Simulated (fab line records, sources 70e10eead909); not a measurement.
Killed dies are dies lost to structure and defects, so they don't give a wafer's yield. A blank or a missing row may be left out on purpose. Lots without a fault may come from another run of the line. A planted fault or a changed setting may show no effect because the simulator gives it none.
Chamber matching | flow nand_harc | NHARC_A_BLC_STRIP_21 on rie_diel-09: 4 sister chambers
The step strips in O2. 4 wafers are shown with their chamber, then 12 later ones without.

WAFERS WITH THEIR CHAMBER
wafer  | chamber | showerhead_plenum_p_Torr (Torr)
L088.6 | 3       | 3.41
L090.2 | 1       | 3.57
L090.3 | 2       | 3.54
L090.6 | 0       | 3.30

WAFERS WITHOUT THEIR CHAMBER
wafer  | showerhead_plenum_p_Torr (Torr)
L091.1 | 3.30
L091.4 | 3.57
L091.6 | 3.54
L093.2 | 3.57
L093.3 | 3.54
L093.4 | 3.30
L096.1 | 3.57
L096.4 | 3.30
L096.5 | 3.41
L097.1 | 3.53
L097.3 | 3.41
L097.5 | 3.53

WHICH CHAMBER EACH WENT THROUGH
wafer  | from the rows above | in truth
L091.1 | 0                   | 0
L091.4 | 1                   | 1
L091.6 | 2                   | 2
L093.2 | 1                   | 1
L093.3 | 2                   | 2
L093.4 | 0                   | 0
L096.1 | 1                   | 1
L096.4 | 0                   | 0
L096.5 | 3                   | 3
L097.1 | 2                   | 2
L097.3 | 3                   | 3
L097.5 | 2                   | 2
Placed correctly: 12 of 12. Can't be placed from these rows: 0. Placed wrongly: 0.
How it was worked out, from the rows above alone: a wafer's distance from a chamber is the root of the sum, over the readings, of the square of ((its reading less the chamber's mean) divided by the reading's scatter). The wafer belongs to the nearest chamber; if the next one is less than 2 further off, it can't be placed. A chamber's mean is the mean of its shown wafers. The scatter: with one shown wafer a chamber, the root of the mean of the squares of how far each hidden wafer lies from its nearest shown one.
